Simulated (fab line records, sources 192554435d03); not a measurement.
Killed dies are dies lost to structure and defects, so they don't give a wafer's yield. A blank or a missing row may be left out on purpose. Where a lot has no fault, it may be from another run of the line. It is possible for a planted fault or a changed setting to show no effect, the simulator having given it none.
A struck lot beside a sound one -- flow n5Finfet -- 17 out of 1938 route steps
Sound: these wafers, L848.2, L848.3, L848.6. Struck: wafer L843.4. (L843.6 of the same lot was not struck and is left out.) The cause comes at the end.
For every step that has rows: the tool of each side, followed by ch and its chambers, followed by its first start. Under that, the readings that differ: sound wafers -- struck wafers -- difference of the means -- sigmas: that difference in standard deviations of wafers without a fault.
alike: same words and numbers on both sides, and readings whose means sit less than 2 such deviations apart. not compared: any withheld reading, any reading some wafer has no value for, any bound like >300 that may hide the same value, and any number with overlapping values for which the record gives no deviation.
A row with sigmas, a row that says differs or no value, or rows on one side alone: a step with any of these is where the two part. Non-overlapping numbers with no deviation appear without sigmas and do not part them. Lack of a reading on every wafer of one side parts them only where that side has two or more wafers.

first, 1 step without rows for these wafers: N5_BEOL_M15_ETCH_61 (etches BARC in N2/H2, target depth 89 nm, overetch 26.7 nm, time 67.9 s).
N5_BEOL_M15_TRENCH_ETCH_34: etches SiO2 in C4F8/O2/Ar, target depth 872.93 nm, time 199 s.
  sound on rieDiel-04 ch 0,3, day 16 16:47; struck on rieDiel-04 ch 0, day 15 00:08
  alike: O2_flow_sccm, drypumpMotorCurrentA, heInnerTorr, heOuterTorr, mfcArSccm, oes_f_703_au, oesProductAu, rfVppV, showerheadPlenumPTorr, throttleValvePct
  not compared: rfHoursCounterH
N5_BEOL_M15_STRIP_36: strips in O2.
  sound on rieDiel-04 ch 1,2,3, day 16 19:51; struck on rieDiel-05 ch 1, day 15 01:31
reading,sound,struck,difference,sigmas
oesProductAu (a.u.),0.80 0.75 0.90,1.02,+0.20,+2
  alike: drypumpMotorCurrentA, rfVppV, showerheadPlenumPTorr, throttleValvePct
  not compared: rfHoursCounterH
then, 1 step without rows for these wafers: N5_BEOL_M15_STRIP_62 (strips in O2).
N5_BEOL_M15_STRIP_37: strips in O2.
  sound on rieDiel-04 ch 1,2,3; struck on rieDiel-05 ch 1
  alike: drypumpMotorCurrentA, oesProductAu, rfVppV, showerheadPlenumPTorr, throttleValvePct
  not compared: rfHoursCounterH
then, 3 steps without rows for these wafers: N5_BEOL_M15_ETCH_38 (etches SiCN in CF4/N2, target depth 106.4 nm, time 120.5 s); N5_BEOL_M15_PRECLEAN_39 (cleans in residue remover, time 60 s); N5_BEOL_M15_SRD_40 (time 30 s, dry time 30 s).
N5_BEOL_M15_DEGAS_41: time 60 s.
  struck on pvdSputter-02, day 15 02:07; sound on pvdSputter-03, day 16 20:26
  alike: heaterPowerW
then, 1 step without rows for these wafers: N5_BEOL_M15_PRE_CLEAN_42 (time 30 s).
N5_BEOL_M15_SPUTTER_43: material TaN, target thk 15 nm, time 24.19 s.
  struck on pvdSputter-02, day 15 02:11; sound on pvdSputter-03, day 16 20:31
  alike: throttleValvePct
N5_BEOL_M15_SPUTTER_44: material Ta, target thk 15 nm, time 24.19 s.
  struck on pvdSputter-02, day 15 02:16; sound on pvdSputter-03, day 16 20:35
reading,sound,struck,difference,sigmas
model.Ta_of_BEOL_M15_SPUTTER_44.thkNm (nm),14.6 14.4 14.6,8.8,-5.7,
  alike: throttleValvePct
then, 3 steps without rows for these wafers: N5_BEOL_M15_SPUTTER_45 (material Cu, target thk 100 nm, time 16.67 s); N5_BEOL_M15_ECD_47 (material Cu, target thk 1860 nm); N5_BEOL_M15_ANNEAL_48 (time 90 s).
N5_BEOL_M15_CMP_49: polishes, stops on SiO2, t overpolish 4.9 s, target thk 850 nm.
  sound on cmp-04 ch 0,2, day 16 21:19; struck on cmp-03 ch 1, day 15 03:01
reading,sound,struck,difference,sigmas
barrierFieldEndpointS (s),11.69 11.58 11.44,9.17,-2.40,-10
motorCurrentA (A),7.8 7.6 7.8,9.3,+1.6,+3
N5_BEOL_M15_THK_MEAS_50: measures by xrf.
  struck on filmMetro-02, day 15 03:18; sound on filmMetro-01, day 16 21:37
  alike: M15_THK

== WHERE THEY PART ==
Earliest at N5_BEOL_M15_STRIP_36; latest, in this record, at N5_BEOL_M15_CMP_49. Later steps at which nothing parts them and some readings are alike: N5_BEOL_M15_THK_MEAS_50.

WHY: whatever the simulator had introduced
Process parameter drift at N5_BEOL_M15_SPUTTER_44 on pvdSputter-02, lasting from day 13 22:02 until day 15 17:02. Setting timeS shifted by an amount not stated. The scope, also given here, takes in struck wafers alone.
